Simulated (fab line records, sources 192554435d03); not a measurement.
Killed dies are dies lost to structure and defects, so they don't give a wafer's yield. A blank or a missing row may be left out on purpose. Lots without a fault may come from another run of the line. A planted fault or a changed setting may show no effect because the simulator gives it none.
Which tool did it? | flow n5_finfet | 10 lots, 26 wafers sampled, at 1 step of a route of 1938

WHAT THE GAUGES READ, wafer by wafer
N5_BEOL_M4_RC_MEAS_101.
lot  | measured     | on        | DIBL_N (mV/V)  | DIBL_P (mV/V)  | IOFF_N (nA/um) | IOFF_P (nA/um) | ION_N (uA/um) | ION_P (uA/um) | SS_N (mV/dec)  | SS_P (mV/dec)  | VT_N (mV)   | VT_P (mV)
L607 | day 8 11:30  | prober-02 | 34.8 38.0 36.3 | 35.2 37.8 36.1 | 0.15 0.21 0.17 | 0.20 0.26 0.22 | 679 687 689   | 465 464 465   | 70.7 72.2 71.3 | 72.5 74.1 73.2 | 251 248 249 | -251 -249 -251
L608 | day 8 12:30  | prober-01 | 34.9 34.7 34.9 | 34.5 34.2 34.7 | 0.14 0.14 0.15 | 0.20 0.20 0.20 | 668 670 678   | 463 463 467   | 72.2 71.0 71.4 | 73.3 73.2 73.4 | 249 249 247 | -248 -250 -246
L617 | day 11 03:35 | prober-02 | 36.1 36.4      | 35.9 36.5      | 0.17 0.17      | 0.22 0.23      | 662 650       | 457 448       | 71.7 72.5      | 73.2 73.4      | 249 250     | -250 -252
L620 | day 11 09:59 | prober-02 | 30.9 33.5      | 30.9 34.2      | 0.10 0.14      | 0.18 0.22      | 655 668       | 463 464       | 70.6 70.8      | 72.4 72.4      | 256 252     | -248 -246
L618 | day 11 12:07 | prober-02 | 36.8 35.8      | 36.9 34.2      | 0.16 0.12      | 0.25 0.20      | 674 643       | 469 445       | 72.6 72.1      | 73.8 73.2      | 249 255     | -247 -250
L622 | day 12 05:41 | prober-01 | 35.7 37.2      | 35.3 37.2      | 0.14 0.17      | 0.18 0.20      | 650 662       | 445 460       | 71.6 72.2      | 72.7 73.2      | 253 250     | -252 -251
L624 | day 14 01:11 | prober-01 | 37.3 38.0 33.8 | 39.3 39.8 34.4 | 0.20 0.21 0.12 | 0.30 0.31 0.19 | 689 692 661   | 482 476 460   | 70.9 72.5 70.5 | 74.7 74.0 72.2 | 244 245 252 | -241 -244 -249
L627 | day 14 04:40 | prober-01 | 39.2 38.6 38.5 | 37.0 38.2 37.3 | 0.23 0.20 0.20 | 0.21 0.22 0.21 | 668 685 688   | 447 460 454   | 74.3 72.2 72.5 | 73.7 73.6 73.6 | 251 249 250 | -253 -251 -250
L628 | day 14 21:55 | prober-02 | 36.6 34.5 33.8 | 36.4 35.3 34.7 | 0.15 0.13 0.11 | 0.18 0.18 0.16 | 655 664 657   | 445 459 453   | 72.2 70.8 70.8 | 73.0 72.3 72.7 | 253 251 255 | -253 -255 -252
L626 | day 15 06:28 | prober-01 | 33.2 34.1 33.4 | 34.8 35.7 34.9 | 0.14 0.15 0.14 | 0.19 0.19 0.20 | 674 685 672   | 468 470 465   | 70.5 71.1 71.2 | 72.9 72.8 72.7 | 251 249 250 | -251 -251 -250

WHICH TOOL RAN EACH LOT (tool, then ch and the chambers of the sampled wafers, then the start)
The record holds no process step before these readings.

WHAT THE TOOLS THEMSELVES READ (means of the sampled wafers that have a number; where no wafer has one, the mark that the record gives instead)
The record holds no such reading with a usual standard deviation.

THE ANSWER, worked out from the rows above alone
Rule: what is usual is taken from the lots themselves. Put in order of their means at a reading, lots are off if they are a third of the lots or fewer, leave a main group of 4 or more, and stand apart from it by a gap of 3 or more times the standard deviation of the main group's means; of several such gaps the widest counts. A main group whose means are all the same, to the digits that the tables above print for the reading, isn't used. A lot without any number at a reading at which 4 lots or more have one is off too. The other lots that the step has rows for count as sound. The gauges are gone through in route order, then the tools' own readings, and for those a lot's mean is taken as printed above. The first step at which some lot is off is used, and at that step the reading that is off furthest; a lot without a number counts as furthest.
No lot is off at any reading shown: from this, nothing can be told.

WHAT THE SIMULATOR HAD PUT IN
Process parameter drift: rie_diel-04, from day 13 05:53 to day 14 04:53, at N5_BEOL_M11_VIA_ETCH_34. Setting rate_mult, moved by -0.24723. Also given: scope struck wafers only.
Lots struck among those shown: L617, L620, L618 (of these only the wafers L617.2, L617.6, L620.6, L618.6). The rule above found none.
